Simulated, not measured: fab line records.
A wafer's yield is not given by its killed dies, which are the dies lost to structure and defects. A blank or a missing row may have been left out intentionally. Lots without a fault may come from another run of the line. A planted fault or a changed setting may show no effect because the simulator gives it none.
8D (eight disciplines) problem report, filled in by code ; flow n5Finfet ; the parts of the form that need people (team, actions taken, sign-off) are left out

## 1. WHAT IS WRONG
At N5_BEOL_M5_OCD_MEAS_38, trenchDepthNm averages 48.7 nm over 2 wafers from 2 lots, while fault-free wafers read 71.3 nm, standard deviation 1.5. That is -15 standard deviations from the usual mean.
First observed at day 13 11:12: wafer L896.3, on ocd-01. At this step, 36 wafers from 12 lots have a number in the record. Rule for "out", or "out of limits": more than 4 standard deviations from the usual mean. The rest of the wafers with a number are treated as sound.

## 2. WHAT THIS IS AND IS NOT
question;is;is not
which readings at this step;trenchDepthNm;-
which lots;L896, L899;L886, L887, L889, L890, L892, L893, L906, L907, L908, L909
which wafers of those lots;L896.3, L899.2;L896.1, L896.4, L899.1, L899.5
read on which gauges;ocd-01, ocd-02;-
when;from day 13 11:12;"up to then (20 sound wafers); but 14 sound wafers of L899, L906, L907, L908, L909 came after"

## 3. THE SUSPECTS, EACH WITH WHAT RULES IT OUT
Counting: any tool at a process step up to the reading remains a suspect provided it ran every lot that is out. Sound lots after the first of them don't rule it out here, since some wafers of a struck lot are sound.
- the gauge at N5_BEOL_M5_OCD_MEAS_38 is ruled out. Those wafers that are out were read across 2 gauges (ocd-01, ocd-02).
- rieDiel-06 at N5_BEOL_M5_ETCH_68 (etches SOC in N2/H2, target depth 80 nm, overetch 16 nm, time 120 s): kept. It processed each lot that is out (first: L896, day 13 10:52); up to then, its last sound lot is L893 (day 12 11:26).
- rieDiel-06 at N5_BEOL_M5_VIA_ETCH_34 (etches SiCOH lowk in C4F6/O2, target depth 88.3 nm, time 39.2 s): kept. It processed each lot that is out (first: L896, day 13 10:58); up to then, its last sound lot is L893 (day 12 11:32).
- rieDiel-06 at N5_BEOL_M5_TRENCH_ETCH_37 (etches SiCOH lowk in C4F6/O2, target depth 71.652 nm, time 24.7 s): kept. It processed each lot that is out (first: L896, day 13 11:03); up to then, its last sound lot is L893 (day 12 11:37).
After the count, these remain: rieDiel-06 at N5_BEOL_M5_ETCH_68, rieDiel-06 at N5_BEOL_M5_VIA_ETCH_34 and rieDiel-06 at N5_BEOL_M5_TRENCH_ETCH_37.

## 4. THE CAUSE (what the simulator had put in)
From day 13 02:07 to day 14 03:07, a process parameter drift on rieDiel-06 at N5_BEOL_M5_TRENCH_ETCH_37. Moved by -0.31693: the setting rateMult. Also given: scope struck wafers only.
This tool is one of the 3 suspects left after counting.

## 5. THE CHAIN OF EFFECTS, in route order
Each row: a reading where the mean over the struck wafers with a number is more than 3 standard deviations away from the usual. Readings are gone through only where the record gives a usual standard deviation; hours: the median, over the lots, of the time from a lot's start at the first step in this table giving one to that lot's start at this step; sigmas: the change measured in usual standard deviations.
hours;step;reading;usual;on struck wafers;change;sigmas
0;N5_BEOL_M5_OCD_MEAS_38;trenchDepthNm;71.3 nm;48.7;-22.6;-15
7;N5_BEOL_M5_THK_MEAS_53;M5_THK;62.4 nm;39.5;-22.9;-11
8;N5_BEOL_M5_RS_MEAS_57;M5_RS;0.391 ohm/sq;0.700;+0.308;+19
91;N5_BEOL_M15_RC_MEAS_101;SERP_M5;39.3 ohm/um;67.2;+28.0;+14
91;N5_BEOL_M15_RC_MEAS_101;SERP_M5_max_site;41.0 ohm/um;69.0;+28.0;+13

## 6. WHAT WOULD HAVE CAUGHT IT SOONER
The first out-of-limits reading at a measuring or inspecting step in this record came at day 13 11:12, 9 hours after the fault's start at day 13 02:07.
Tool readings at N5_BEOL_M5_TRENCH_ETCH_37 with a usual standard deviation given in the record: none out on any struck wafer, hence no alarm at a limit of 4 standard deviations on them.
Lots out: 2; of these, L899 started N5_BEOL_M5_TRENCH_ETCH_37 on rieDiel-06 after day 13 11:12. A tool hold placed at that time would have kept it from harm.
